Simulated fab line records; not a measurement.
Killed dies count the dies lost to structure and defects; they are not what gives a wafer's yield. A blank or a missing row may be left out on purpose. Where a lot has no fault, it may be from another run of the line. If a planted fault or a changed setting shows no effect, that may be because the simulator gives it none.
Matching of chambers	flow nand harc	4 sister chambers for NHARC_P_M2_DESCUM_14 on rie diel-11
The step chemistry O2, time 3 s. 8 wafers are shown with their chamber, then 11 later ones without.

## WAFERS PAIRED WITH THEIR CHAMBERS
wafer	chamber	rf vpp V (V)	oes product au (a.u.)
L078.5	1	59.5	1.018
L083.1	3	56.3	0.999
L083.2	1	58.7	1.003
L083.3	2	56.8	1.005
L089.1	3	58.8	0.992
L089.2	2	56.5	0.989
L089.6	0	58.1	0.999
L094.3	0	57.3	1.008

## WAFERS WITHOUT THEIR CHAMBER
wafer	rf vpp V (V)	oes product au (a.u.)
L094.4	58.6	0.996
L094.5	57.8	0.995
L093.2	57.9	0.987
L093.3	57.6	0.990
L093.5	57.5	0.987
L095.1	58.4	0.995
L095.2	56.9	0.986
L095.4	57.5	1.006
L096.3	59.4	0.990
L096.5	57.9	0.993
L096.6	59.1	1.002

## THE CHAMBER EACH PASSED THROUGH
wafer	from the rows above	in truth
L094.4	can't be placed: 3 or 0 or 1 or 2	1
L094.5	can't be placed: 3 or 0 or 2 or 1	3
L093.2	can't be placed: 3 or 2 or 0 or 1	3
L093.3	can't be placed: 3 or 2 or 0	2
L093.5	can't be placed: 3 or 2 or 0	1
L095.1	can't be placed: 3 or 0 or 2 or 1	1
L095.2	can't be placed: 3 or 2 or 0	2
L095.4	can't be placed: 0 or 3 or 2 or 1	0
L096.3	can't be placed: 3 or 0 or 1 or 2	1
L096.5	can't be placed: 3 or 0 or 2 or 1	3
L096.6	can't be placed: 1 or 0 or 3 or 2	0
Correct placement for 0 of the 11. From these rows, 11 cannot be placed; in 10 the true chamber is one of the candidates. Placed wrongly: 0.
How it was worked out, from the rows above alone: a wafer's distance from a chamber is the root of the sum, over the readings, of the square of ((its reading less the chamber's mean) divided by the reading's scatter). If the next closest chamber is less than 2 further off than the closest, the wafer can't be placed; otherwise it belongs to the closest. Each chamber's mean is taken over the wafers shown for it. The scatter: take each reading less its chamber's mean, square it, sum over the shown wafers, divide by the number of wafers less the number of chambers, and take the root.
